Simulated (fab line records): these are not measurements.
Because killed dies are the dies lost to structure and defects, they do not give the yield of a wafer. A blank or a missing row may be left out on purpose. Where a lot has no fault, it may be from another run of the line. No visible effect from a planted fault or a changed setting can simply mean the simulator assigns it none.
Chamber matching	flow n5 finfet	N5_BEOL_M8_TRENCH_ETCH_37 on rie diel-02 has 4 sister chambers
The step etches SiCOH lowk in C4F6/O2, target depth 93.478 nm, time 31.2 s. 4 wafers are shown with their chamber, then 6 later ones without.

== WAFERS WITH THEIR CHAMBER ==
wafer	chamber	drypump motor current A (A)
L475.2	0	5.6
L484.2	3	6.5
L484.4	2	5.4
L484.5	1	5.4

== WAFERS WITHOUT THEIR CHAMBER ==
wafer	drypump motor current A (A)
L486.2	6.5
L486.3	5.4
L486.6	5.4
L487.1	5.4
L487.5	5.3
L487.6	5.4

== EACH ONE'S CHAMBER ==
wafer	from the rows above	in truth
L486.2	3	3
L486.3	can't be placed: 1 or 2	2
L486.6	can't be placed: 1 or 2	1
L487.1	can't be placed: 1 or 2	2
L487.5	can't be placed: 1 or 2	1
L487.6	can't be placed: 1 or 2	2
Correct placement for 1 of the 6. Can't be placed from these rows: 5 (the true chamber is among the candidates in 5). Number placed wrongly: 0.
How it was worked out, from the rows above alone: a wafer's distance from a chamber is the root of the sum, over the readings, of the square of ((its reading less the chamber's mean) divided by the reading's scatter). The wafer belongs to the nearest chamber; if the next one is less than 2 further off, it can't be placed. For every chamber, the mean is computed from those of its wafers that are shown. The scatter: with one shown wafer a chamber, the root of the mean of the squares of how far each hidden wafer lies from its nearest shown one.
